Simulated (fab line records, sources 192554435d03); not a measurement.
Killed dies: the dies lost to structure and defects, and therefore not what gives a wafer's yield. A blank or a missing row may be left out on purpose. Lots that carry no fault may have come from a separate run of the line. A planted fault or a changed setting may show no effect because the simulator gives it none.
fab line records	flow n5-finfet	part 1 of 2: steps 1 to 18 of 32
[record] lots = 5	wafers = 15	last-day = 17
route steps=1938 shown HKMG_FIN@456 GATE_CUT@465
lots that met no fault: from a run of the same line without faults
start-h: hours from the record's first day to the start of the lot's first wafer shown	wait-h: how many hours have passed since the lot's step before this one	" identical to the entry in the row above	L1.1+2: several wafers, shown together as one row	- value missing, or start not given	* or withheld: withheld	< > ~ a bound
route shown NAME@n: NAME is a module with steps in the file, n the number in the route of the first one	usual: average and standard deviation across the fault-free wafers	same: alike in all rows	chamber/n: place in a boat	sites: each site's reading	_std_site: their standard deviation	_edge_site: inner sites' mean taken away from outer sites' mean	radius-mm: for every site, how far away it sits from the centre of the wafer	mask NAME#n: copy n	behind: tool/chamber where the wafer was last shaped	hold: why the lot went on hold/how many hours it stayed there/how the hold came to an end	device: transistor that didn't switch, given as n, p or np	end of line: the route-end tests of the same wafers	a step without rows: its recipe alone	killed: the dies lost at the first sort to structure and to defects; this is not the yield of the wafer	map: per-die view of a wafer (x killed, . not killed, _ where there is no die)
set.NAME: setting as actually run; set.NAME@STEP: the setting as run at that earlier step	model.NAME: the simulator's own value behind a step, which no gauge read
a table for each step, a row for each wafer; lots at some steps of the route
services: a tool's chamber out of use, with start hour (start-h, from the record's first day; less than 0 if before it), hours out, and reason
[[steps]]
[step N5_HKMG_FIN_ALD_21]
[recipe] material = TiN	target-thk-a = 15	temp-c = 400	ald-precursor-family = TiCl4	ald-co-reactant = NH3	pulse-time-s = 1	purge-time-s = 3	co-reactant-purge-time-s = 2	co-reactant-pulse-time-s = 2	ald-cycles = 68	pressure-torr = 3
[usual] heater-power-w = 871/91	precursor-pulse-height-rel = 1.003/0.021
[same] co-reactant-pulse-time-s = 2
lot.wafer	tool	chamber	start-h	wait-h	heater-power-w	precursor-pulse-height-rel
L075.2	ald-metal-03	2	85.63	0.3	939	0.982
L075.3	"	3	"	"	868	1.024
L075.6	"	3	"	"	865	1.018
L082.3	ald-metal-03	3	128.60	0.1	869	1.031
L082.4	"	1	"	"	857	0.997
L082.5	"	0	"	"	790	1.024
L087.2	ald-metal-02	3	161.51	0.3	873	0.994
L087.3	"	1	"	"	883	0.987
L087.4	"	0	"	"	1069	1.025
L091.1	ald-metal-01	0	180.98	0.3	692	1.025
L091.2	"	1	"	"	838	1.001
L091.6	"	1	"	"	830	1.026
L093.1	ald-metal-03	0	190.79	0.3	795	1.012
L093.2	"	2	"	"	936	0.989
L093.4	"	3	"	"	868	1.030
[step N5_HKMG_FIN_ALD_72]
[recipe] material = W	target-thk-a = 20	temp-c = 300	pressure-torr = 7.5	ald-precursor-family = WF6	ald-co-reactant = B2H6	pulse-time-s = 1	purge-time-s = 2	co-reactant-purge-time-s = 2	co-reactant-pulse-time-s = 3	ald-cycles = 7
[usual] heater-power-w = 538/55	precursor-pulse-height-rel = 0.997/0.022
[same] co-reactant-pulse-time-s = 3
lot.wafer	tool	chamber	start-h	wait-h	heater-power-w	precursor-pulse-height-rel
L075.2	cvd-w-01	0	85.99	0.2	504	0.996
L075.3	"	0	"	"	491	1.067
L075.6	"	0	"	"	490	1.034
L082.3	cvd-w-01	0	128.98	0.2	499	0.984
L082.4	"	1	"	"	445	1.001
L082.5	"	1	"	"	437	0.990
L087.2	cvd-w-01	0	161.89	0.2	503	1.002
L087.3	"	0	"	"	503	0.986
L087.4	"	0	"	"	503	0.970
L091.1	cvd-w-02	0	181.34	0.2	606	1.003
L091.2	"	0	"	"	599	0.983
L091.6	"	0	"	"	606	1.025
L093.1	cvd-w-01	0	191.17	0.2	494	0.995
L093.2	"	1	"	"	448	1.007
L093.4	"	1	"	"	445	0.974
[step N5_HKMG_FIN_W_FILL_22]
[recipe] material = W	target-thk-a = 600	temp-c = 400	pressure-torr = 39.4	time-s = 18.2
[usual] heater-power-w = 963/96	throttle-valve-pct = 19.0/1.5
lot.wafer	tool	chamber	start-h	wait-h	heater-power-w	throttle-valve-pct
L075.2	cvd-w-01	0	86.05	0.0	902	21.5
L075.3	"	0	"	"	889	21.4
L075.6	"	0	"	"	914	21.8
L082.3	cvd-w-01	0	129.03	0.0	891	21.4
L082.4	"	1	"	"	795	18.7
L082.5	"	1	"	"	798	18.9
L087.2	cvd-w-01	0	162.01	0.1	897	22.0
L087.3	"	0	"	"	881	21.7
L087.4	"	0	"	"	869	21.6
L091.1	cvd-w-02	0	181.46	0.1	1070	17.4
L091.2	"	0	"	"	1059	17.4
L091.6	"	0	"	"	1108	17.3
L093.1	cvd-w-01	0	191.23	0.0	896	21.6
L093.2	"	1	"	"	782	19.2
L093.4	"	1	"	"	791	18.9
[step N5_HKMG_FIN_PRECLEAN_83]
[recipe] chemistry = DIW	time-s = 57.5	temp-c = 23
lot.wafer	tool	chamber	start-h	wait-h
L075.2+3+6	wet-bench-05	6,0,7	86.11	0.0
L082.3+4+5	wet-bench-01	4,2,0	129.08	0.0
L087.2+3+4	wet-bench-05	4,2,0	162.08	0.1
L091.1+2+6	wet-bench-06	5,2,4	181.55	0.1
L093.1+2+4	wet-bench-01	1,7,5	191.29	0.1
[step N5_HKMG_FIN_SRD_84]
[recipe] dry-time-s = 32	dry = n2-spin	spin-rpm = 1500
lot.wafer	tool	chamber	start-h	wait-h
L075.2+3+6	wet-bench-05	6,0,7	86.13	0.0
L082.3+4+5	wet-bench-01	4,2,0	129.10	0.0
L087.2+3+4	wet-bench-05	4,2,0	162.10	0.0
L091.1+2+6	wet-bench-06	5,2,4	181.57	0.0
L093.1+2+4	wet-bench-01	1,7,5	191.31	0.0
[step N5_HKMG_FIN_CMP_23]
[recipe] stop-on = SiNx	t-overpolish-s = 10	post-cmp-clean = rinse-only	down-force-psi = 4	platen-rpm = 50.289	pad-velocity-m-s = 1.0006	target-thk-nm = 46.326
[usual] motor-current-A = 12.3/0.79	overpolish-run-s = 10.000/0.009	platen-rpm = 50.29/0.038	time-to-endpoint-s = 11.6/1.8
lot.wafer	tool	chamber	start-h	wait-h	motor-current-A	overpolish-run-s	platen-rpm	time-to-endpoint-s
L075.3	cmp-04	1	86.24	0.1	12.5	10.011	50.25	9.7
L075.2	"	2	"	"	13.5	10.000	50.27	11.0
L075.6	"	0	"	"	11.8	9.999	50.32	12.3
L082.4	cmp-04	0	129.29	0.2	11.1	10.010	50.34	11.5
L082.3	"	1	"	"	12.4	9.988	50.33	10.6
L082.5	"	3	"	"	12.2	9.997	50.31	12.4
L087.4	cmp-02	1	162.13	0.0	10.8	10.000	50.34	9.6
L087.3	"	3	"	"	11.8	10.014	50.29	8.7
L087.2	"	0	"	"	11.6	10.008	50.29	8.1
L091.1	cmp-02	0	181.68	0.1	11.5	10.005	50.24	9.4
L091.2	"	1	"	"	10.6	10.002	50.31	7.9
L091.6	"	0	"	"	11.4	10.014	50.23	7.3
L093.2	cmp-03	2	191.34	0.0	13.0	10.013	50.26	11.2
L093.4	"	0	"	"	13.8	10.011	50.24	11.2
L093.1	"	1	"	"	12.7	10.000	50.31	13.7
[step N5_HKMG_FIN_CMP_94]
[recipe] stop-on = SiNx	post-cmp-clean = w-dilute-nh4oh	t-overpolish-s = 4.7	down-force-psi = 4	platen-rpm = 50.289	pad-velocity-m-s = 1.0006	target-thk-nm = 43.299
[usual] motor-current-A = 12.4/0.81	platen-rpm = 50.29/0.032
lot.wafer	tool	chamber	start-h	wait-h	motor-current-A	platen-rpm
L075.3	cmp-04	1	86.67	0.3	12.7	50.30
L075.2	"	2	"	"	14.3	50.26
L075.6	"	0	"	"	12.2	50.32
L082.4	cmp-04	0	129.67	0.3	11.1	50.32
L082.3	"	1	"	"	12.6	50.27
L082.5	"	3	"	"	11.5	50.27
L087.4	cmp-02	1	162.61	0.4	11.4	50.31
L087.3	"	3	"	"	12.1	50.32
L087.2	"	0	"	"	11.3	50.31
L091.1	cmp-02	0	182.11	0.3	11.3	50.22
L091.2	"	1	"	"	10.6	50.34
L091.6	"	0	"	"	11.7	50.28
L093.2	cmp-03	2	191.82	0.4	13.0	50.30
L093.4	"	0	"	"	13.2	50.22
L093.1	"	1	"	"	12.6	50.34
[step N5_HKMG_FIN_INSPECT_28]
[recipe] inspect-instrument = darkfield	mode = post-cmp
[usual] raw-defect-count = 45/20
lot.wafer	tool	chamber	start-h	wait-h	raw-defect-count
L075.2	defect-inspect-01	-	86.87	0.0	21
L075.3	"	-	"	"	10
L075.6	"	-	"	"	22
L082.3	defect-inspect-02	-	129.84	0.0	68
L082.4	"	-	"	"	52
L082.5	"	-	"	"	64
L087.2	defect-inspect-01	-	162.84	0.0	41
L087.3	"	-	"	"	25
L087.4	"	-	"	"	69
L091.1	defect-inspect-02	-	182.31	0.0	34
L091.2	"	-	"	"	25
L091.6	"	-	"	"	66
L093.1	defect-inspect-02	-	192.05	0.0	25
L093.2	"	-	"	"	23
L093.4	"	-	"	"	31
[step N5_GATE_CUT_ETCHBACK_00]
[recipe] chemistry = SF6/Cl2	target = W	pressure-mtorr = 8	icp-w = 900	bias-w = 80	SF6_flow_sccm = 40	Cl2_flow_sccm = 60
[usual] drypump-motor-current-A = 5.6/0.43	he-backside-leak-sccm = 3.40/0.23	oes-product-au = 0.77/0.091	throttle-valve-pct = 27.62/0.28
lot.wafer	tool	chamber	start-h	wait-h	drypump-motor-current-A	he-backside-leak-sccm	oes-product-au	rf-hours-counter-h	throttle-valve-pct
L075.2	rie-metal-03	0	86.95	0.1	6.2	3.62	0.86	-	27.49
L075.3	"	0	"	"	6.2	3.73	0.86	-	27.49
L075.6	"	0	"	"	6.3	3.55	0.86	-	27.46
L082.3	rie-metal-03	0	129.91	0.1	6.2	3.33	0.84	-	27.50
L082.4	"	1	"	"	5.3	3.18	0.94	-	27.39
L082.5	"	1	"	"	5.3	3.02	0.93	-	27.38
L087.2	rie-metal-01	1	162.88	0.0	5.5	3.15	0.64	101	28.10
L087.3	"	1	"	"	5.5	3.29	0.64	-	28.11
L087.4	"	0	"	"	5.9	3.47	0.70	-	27.43
L091.1	rie-metal-02	0	182.34	0.0	5.4	3.65	0.69	88	27.40
L091.2	"	1	"	"	5.1	3.20	0.77	43	28.00
L091.6	"	1	"	"	5.1	3.25	0.76	-	27.98
L093.1	rie-metal-01	0	192.09	0.0	6.0	3.39	0.69	85	27.44
L093.2	"	1	"	"	5.5	3.28	0.63	103	28.09
L093.4	"	1	"	"	5.5	3.25	0.64	-	28.10
[step N5_GATE_CUT_ETCH_56]
[recipe] chemistry = Cl2/Ar	target = TiN	target-depth-a = 216	pressure-mtorr = 10	icp-w = 600	bias-w = 60	Cl2_flow_sccm = 40	Ar_flow_sccm = 60
[usual] drypump-motor-current-A = 5.6/0.43	he-backside-leak-sccm = 3.37/0.23	oes-product-au = 0.77/0.092	throttle-valve-pct = 20.93/0.24
lot.wafer	tool	chamber	start-h	wait-h	drypump-motor-current-A	he-backside-leak-sccm	oes-product-au	rf-hours-counter-h	throttle-valve-pct
L075.2	rie-metal-03	0	87.18	0.2	6.3	3.73	0.86	-	20.74
L075.3	"	0	"	"	6.2	3.71	0.87	-	20.76
L075.6	"	0	"	"	6.3	3.63	0.86	-	20.74
L082.3	rie-metal-03	0	130.02	0.1	6.2	3.53	0.85	-	20.78
L082.4	"	1	"	"	5.3	3.13	0.95	-	20.75
L082.5	"	1	"	"	5.3	3.06	0.94	-	20.74
L087.2	rie-metal-01	1	163.00	0.1	5.5	3.31	0.64	101	21.39
L087.3	"	1	"	"	5.5	3.31	0.64	-	21.35
L087.4	"	0	"	"	6.0	3.48	0.70	-	20.85
L091.1	rie-metal-02	0	182.46	0.1	5.3	3.76	0.70	89	20.77
L091.2	"	1	"	"	5.1	3.14	0.76	43	21.20
L091.6	"	1	"	"	5.1	3.14	0.76	-	21.20
L093.1	rie-metal-01	0	192.21	0.1	6.0	3.57	0.70	85	20.83
L093.2	"	1	"	"	5.5	3.15	0.63	103	21.38
L093.4	"	1	"	"	5.5	3.11	0.64	-	21.37
[step N5_GATE_CUT_ETCHBACK_30]
[recipe] chemistry = Cl2/Ar	target = TiN	target-depth-a = 30	mode = isotropic	pressure-mtorr = 10	icp-w = 600	bias-w = 60	Cl2_flow_sccm = 40	Ar_flow_sccm = 60
[usual] drypump-motor-current-A = 5.6/0.43	he-backside-leak-sccm = 3.4/0.37	oes-product-au = 0.77/0.091	throttle-valve-pct = 20.93/0.24
lot.wafer	tool	chamber	start-h	wait-h	drypump-motor-current-A	he-backside-leak-sccm	oes-product-au	rf-hours-counter-h	throttle-valve-pct
L075.2	rie-metal-03	0	87.34	0.1	6.2	3.5	0.86	-	20.76
L075.3	"	0	"	"	6.2	3.9	0.86	-	20.75
L075.6	"	0	"	"	6.2	3.6	0.86	-	20.77
L082.3	rie-metal-03	0	130.09	0.0	6.2	3.4	0.85	-	20.76
L082.4	"	1	"	"	5.3	3.2	0.94	-	20.75
L082.5	"	1	"	"	5.3	3.1	0.93	-	20.74
L087.2	rie-metal-01	1	163.09	0.1	5.5	3.2	0.64	101	21.36
L087.3	"	1	"	"	5.5	3.1	0.64	-	21.35
L087.4	"	0	"	"	6.0	3.4	0.71	-	20.81
L091.1	rie-metal-02	0	182.55	0.1	5.4	3.6	0.70	89	20.78
L091.2	"	1	"	"	5.1	3.1	0.76	43	21.20
L091.6	"	1	"	"	5.1	3.3	0.77	-	21.19
L093.1	rie-metal-01	0	192.30	0.1	6.0	3.5	0.69	85	20.86
L093.2	"	1	"	"	5.5	3.2	0.63	103	21.39
L093.4	"	1	"	"	5.5	3.3	0.64	-	21.37
[step N5_GATE_CUT_VAPOR_ETCH_60]
[recipe] chemistry = BCl3/Cl2	target = HfO2	mode = isotropic
[usual] drypump-motor-current-A = 5.6/0.43	he-backside-leak-sccm = 3.4/0.35	oes-product-au = 0.77/0.091
lot.wafer	tool	chamber	start-h	wait-h	drypump-motor-current-A	he-backside-leak-sccm	oes-product-au
L075.2	rie-metal-03	0	87.40	0.1	6.3	3.6	0.86
L075.3	"	0	"	"	6.3	3.6	0.86
L075.6	"	0	"	"	6.3	3.5	0.86
L082.3	rie-metal-03	0	130.12	0.0	6.3	6.6	0.84
L082.4	"	1	"	"	5.3	3.1	0.94
L082.5	"	1	"	"	5.3	3.2	0.93
L087.2	rie-metal-01	1	163.12	0.0	5.5	3.1	0.64
L087.3	"	1	"	"	5.5	3.2	0.63
L087.4	"	0	"	"	6.0	3.4	0.69
L091.1	rie-metal-02	0	182.58	0.0	5.4	3.2	0.69
L091.2	"	1	"	"	5.1	3.2	0.77
L091.6	"	1	"	"	5.1	3.1	0.77
L093.1	rie-metal-01	0	192.33	0.0	6.0	3.6	0.70
L093.2	"	1	"	"	5.5	3.3	0.63
L093.4	"	1	"	"	5.5	3.2	0.63
[step N5_GATE_CUT_ETCH_58]
[recipe] chemistry = CH3F/O2	target = SiNx	target-depth-a = 170	time-s = 128.6	ion-energy-ev = 50	pressure-mtorr = 30	source-w = 415	bias-w = 21	Ar_flow_sccm = 150	CH3F_flow_sccm = 30	O2_flow_sccm = 20
[usual] CH3F_flow_sccm = 30.01/0.085	O2_flow_sccm = 19.99/0.046	drypump-motor-current-A = 5.52/0.29	oes-product-au = 0.79/0.07	rf-vpp-V = 99.0/1	showerhead-plenum-p-Torr = 2.00/0.064	throttle-valve-pct = 16.27/0.26
lot.wafer	tool	chamber	start-h	wait-h	CH3F_flow_sccm	O2_flow_sccm	drypump-motor-current-A	oes-product-au	rf-hours-counter-h	rf-vpp-V	showerhead-plenum-p-Torr	throttle-valve-pct
L075.2	rie-diel-03	1	87.47	0.1	30.00	19.93	5.22	0.81	109	99.7	1.86	16.06
L075.3	"	2	"	"	29.98	20.01	5.27	0.76	142	99.6	2.01	16.76
L075.6	"	2	"	"	30.02	19.97	5.24	0.77	-	100.4	2.01	16.77
L082.3	rie-diel-01	0	130.18	0.0	29.98	19.99	5.07	0.84	61	98.6	2.03	16.43
L082.4	"	3	"	"	30.09	19.97	5.66	0.78	114	98.5	1.94	16.03
L082.5	"	1	"	"	29.82	19.97	5.60	0.73	-	99.6	2.06	16.35
L087.2	rie-diel-06	3	163.17	0.0	29.90	20.05	5.05	0.72	209	97.0	1.89	16.34
L087.3	"	1	"	"	30.02	20.00	5.98	0.92	23	100.1	2.04	15.99
L087.4	"	0	"	"	30.08	19.93	5.46	0.88	48	98.5	2.03	15.97
L091.1	rie-diel-03	2	182.69	0.1	30.15	19.97	5.27	0.74	167	97.9	2.00	16.80
L091.2	"	0	"	"	29.99	20.03	5.53	0.72	199	98.7	1.98	16.22
L091.6	"	2	"	"	30.07	20.07	5.31	0.75	-	99.0	2.00	16.81
L093.1	rie-diel-06	0	192.38	0.0	29.94	19.96	5.48	0.88	55	99.8	2.03	15.96
L093.2	"	3	"	"	30.00	19.99	5.06	0.72	216	99.1	1.89	16.33
L093.4	"	1	"	"	30.01	19.99	5.97	0.90	31	99.8	2.04	15.99
[step N5_GATE_CUT_STRIP_59]
[recipe] chemistry = N2/H2	time-s = 20	power-w = 100	temp-c = 40	pressure-mtorr = 100	rf-frequency-hz = 6e+07	bias-power-w = 3	n2-flow-sccm = 300	h2-flow-sccm = 300
[usual] drypump-motor-current-A = 5.53/0.29	oes-product-au = 0.78/0.07	rf-vpp-V = 45.1/0.82	showerhead-plenum-p-Torr = 3.37/0.11	throttle-valve-pct = 12.20/0.26
lot.wafer	tool	chamber	start-h	wait-h	drypump-motor-current-A	oes-product-au	rf-hours-counter-h	rf-vpp-V	showerhead-plenum-p-Torr	throttle-valve-pct
L075.2	rie-diel-03	1	87.57	0.1	5.23	0.80	109	44.3	3.13	11.87
L075.3	"	2	"	"	5.28	0.76	142	43.1	3.38	12.61
L075.6	"	2	"	"	5.33	0.76	-	45.8	3.38	12.58
L082.3	rie-diel-01	0	130.28	0.1	5.08	0.84	61	45.8	3.42	12.19
L082.4	"	3	"	"	5.67	0.78	114	43.9	3.28	12.04
L082.5	"	1	"	"	5.61	0.73	-	45.7	3.50	12.37
L087.2	rie-diel-06	3	163.27	0.1	5.06	0.72	209	45.0	3.21	12.37
L087.3	"	1	"	"	5.98	0.92	23	45.9	3.44	11.90
L087.4	"	0	"	"	5.49	0.89	48	45.6	3.43	11.82
L091.1	rie-diel-03	2	182.80	0.1	5.34	0.75	167	44.6	3.37	12.67
L091.2	"	0	"	"	5.60	0.72	199	45.3	3.34	12.10
L091.6	"	2	"	"	5.31	0.74	-	46.0	3.37	12.66
L093.1	rie-diel-06	0	192.48	0.1	5.50	0.88	55	44.6	3.43	11.85
L093.2	"	3	"	"	5.06	0.73	216	47.0	3.21	12.38
L093.4	"	1	"	"	5.96	0.90	31	44.8	3.44	11.92
[step N5_GATE_CUT_PRECLEAN_31]
[recipe] temp-c = 23	chemistry = DIW	time-s = 300
lot.wafer	tool	chamber	start-h	wait-h
L075.2+3+6	wet-bench-03	4,6,5	87.65	0.1
L082.3+4+5	wet-bench-04	4,3,7	130.36	0.1
L087.2+3+4	wet-bench-02	3,2,1	163.35	0.1
L091.1+2+6	wet-bench-02	3,5,4	182.88	0.1
L093.1+2+4	wet-bench-04	2,4,3	192.56	0.1
[step N5_GATE_CUT_SRD_32]
[recipe] time-s = 30	temp-c = 23	rinse-liquid = diw	dry = ipa-marangoni
lot.wafer	tool	chamber	start-h	wait-h
L075.2+3+6	wet-bench-03	4,6,5	87.74	0.0
L082.3+4+5	wet-bench-04	4,3,7	130.45	0.0
L087.2+3+4	wet-bench-02	3,2,1	163.44	0.0
L091.1+2+6	wet-bench-02	3,5,4	182.97	0.0
L093.1+2+4	wet-bench-04	2,4,3	192.65	0.0
[step N5_GATE_CUT_SAC_CAP_01]
[recipe] material = SiNx	target-thk-a = 240	temp-c = 400	ald-precursor-family = SiH2I2	ald-co-reactant = N2/H2-plasma	pulse-time-s = 1	ald-cycles = 480	purge-time-s = 2	co-reactant-purge-time-s = 2	pressure-torr = 2
[usual] heater-power-w = 861/120	precursor-pulse-height-rel = 1.000/0.018
lot.wafer	tool	chamber	start-h	wait-h	heater-power-w	precursor-pulse-height-rel
L075.2	ald-sin-03	2	90.34	2.6	923	1.014
L075.3	"	3	"	"	1047	1.016
L075.6	"	2	91.43	3.7	922	1.022
L082.3	ald-sin-03	2	130.50	0.0	926	1.005
L082.4	"	1	"	"	690	1.012
L082.5	"	0	131.59	1.1	741	1.018
L087.2	ald-sin-01	3	163.49	0.0	771	1.022
L087.3	"	0	"	"	748	0.967
L087.4	"	2	"	"	820	1.000
L091.1	ald-sin-02	3	183.01	0.0	972	1.014
L091.2	"	2	"	"	1011	1.006
L091.6	"	3	184.10	1.1	988	0.977
L093.1	ald-sin-02	0	193.39	0.7	739	0.997
L093.2	"	1	"	"	899	1.040
L093.4	"	2	"	"	970	0.976
[step N5_GATE_CUT_PECVD_57]
[recipe] material = SiNx	target-thk-a = 210	temp-c = 400	precursor = SiH4/NH3/N2	pressure-torr = 1.5	rf-w = 300
[usual] heater-power-w = 691/87	showerhead-plenum-p-Torr = 5.14/0.051	throttle-valve-pct = 40.9/2.7
lot.wafer	tool	chamber	start-h	wait-h	heater-power-w	showerhead-plenum-p-Torr	throttle-valve-pct
L075.2	pecvd-02	2	92.54	1.1	900	5.25	40.1
L075.3	"	1	"	"	825	5.12	45.3
L075.6	"	0	"	"	607	5.06	38.1
L082.3	pecvd-02	0	132.72	1.1	663	5.07	38.5
L082.4	"	2	"	"	888	5.25	40.2
L082.5	"	2	"	"	880	5.26	40.5
L087.2	pecvd-01	0	165.68	1.1	691	5.13	37.9
L087.3	"	1	"	"	693	5.15	43.2
L087.4	"	1	"	"	698	5.15	43.3
L091.1	pecvd-03	1	185.21	1.1	679	5.20	46.3
L091.2	"	2	"	"	834	5.11	37.1
L091.6	"	1	"	"	663	5.18	46.4
L093.1	pecvd-01	1	195.58	1.1	665	5.15	43.3
L093.2	"	0	"	"	577	5.12	37.9
L093.4	"	1	"	"	668	5.15	43.4
